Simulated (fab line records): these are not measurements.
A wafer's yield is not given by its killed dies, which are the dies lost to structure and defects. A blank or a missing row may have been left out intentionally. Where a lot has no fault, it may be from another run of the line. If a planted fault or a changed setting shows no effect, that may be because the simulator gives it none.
Struck lot and sound lot, side by side -- flow nandHarc -- 15 out of 1159 route steps
Sound: these wafers, L547.2, L547.4, L547.5. Struck: wafer L559.4 (L559.1, L559.6, from the same lot, were not struck and are left out); the cause is given at the end.
Each step with rows lists, per side, the tool, then ch with its chambers, then its first start. Under that, the readings that differ: sound wafers -- struck wafers -- difference of the means -- sigmas: that difference in standard deviations of wafers without a fault.
alike: a reading whose means differ by less than 2 such deviations, as well as words and numbers matching on both sides. not compared: withheld readings; readings where some wafer has no value; bounds like >300 that might hide an equal value; numbers whose values overlap and for which the record gives no deviation.
A row with sigmas, a row that says differs or no value, or rows on one side alone: a step with any of these is where the two part. Numbers that have no deviation but don't overlap get no sigmas and don't part them. A reading missing from all wafers of one side parts the sides only when that side holds two or more wafers.

first, 9 steps without rows for these wafers: NHARC_THIN_TSV_PVD_24 (deposits Al, target thk 800 nm); NHARC_THIN_TSV_DEHYDRATE_25 (time 120 s); NHARC_THIN_TSV_HMDS_26 (time 30 s); NHARC_THIN_TSV_COAT_27; NHARC_THIN_TSV_SOFTBAKE_28 (time 95 s); NHARC_THIN_TSV_EBR_29; NHARC_THIN_TSV_EXPOSE_30 (exposes mask PAD); NHARC_THIN_TSV_PEB_31 (peb time 85 s); NHARC_THIN_TSV_DEVELOP_32 (time 70 s).
NHARC_THIN_TSV_CD_MEAS_33: the cd target is 5000 nm.
  sound on cdSem-02 ch 0, day 20 00:28; struck on cdSem-03 ch 0, day 24 08:08
  alike: cdNm
then, 1 step without rows for these wafers: NHARC_THIN_TSV_HARDBAKE_34 (time 80 s).
NHARC_THIN_TSV_DESCUM_35: chemistry O2, time 3 s.
  sound on rieDiel-10 ch 1,2, day 20 00:37; struck on rieDiel-01 ch 0, day 24 08:18
reading,sound,struck,difference,sigmas
oesProductAu (a.u.),0.982 0.991 1.012,1.019,+0.024,+2
  alike: drypumpMotorCurrentA, mfcArSccm, o2FlowSccm, rfVppV, showerheadPlenumPTorr, throttleValvePct
  not compared: rfHoursCounterH
NHARC_THIN_TSV_ETCH_59: etches the open film in Cl2/BCl3, target depth 880 nm, time 138.1 s.
  sound on rieMetal-02 ch 0,1, day 20 00:47; struck on rieMetal-02 ch 1, day 24 08:26
reading,sound,struck,difference,sigmas
runLengthS (s),160.0 159.5 159.5,181.6,+21.9,+65
  alike: bcl3FlowSccm, drypumpMotorCurrentA, oesProductAu, throttleValvePct
  not compared: rfHoursCounterH
NHARC_THIN_TSV_ETCH_36: etches the open film in Cl2/BCl3, target depth 65 nm, time 18.571 s.
  sound on rieMetal-02 ch 0,1, day 20 01:02; struck on rieMetal-02 ch 1, day 24 08:41
reading,sound,struck,difference,sigmas
drypumpMotorCurrentA (A),5.1 6.5 5.1,6.5,+0.9,+2
  alike: oesProductAu, runLengthS
  not compared: rfHoursCounterH
NHARC_END_SORT_01:
  sound on prober-01 ch 0, day 21 08:41; struck on prober-01 ch 0, day 24 21:14
  alike: defectLimitedYield, killedAtArray, killedAtOther, killedAtPeriphery, killedDies, killedOpen, killedShort, sort_bin_2_pct, sort_bin_3_pct, sort_bin_4_pct, sortNPass, sortRimYieldPct, sortYieldPct

## WHERE THEY PART
Last at NHARC_THIN_TSV_ETCH_36 as far as this record goes, first at NHARC_THIN_TSV_DESCUM_35. Later steps at which nothing parts them and some readings are alike: NHARC_END_SORT_01.

WHY: whatever the simulator had introduced
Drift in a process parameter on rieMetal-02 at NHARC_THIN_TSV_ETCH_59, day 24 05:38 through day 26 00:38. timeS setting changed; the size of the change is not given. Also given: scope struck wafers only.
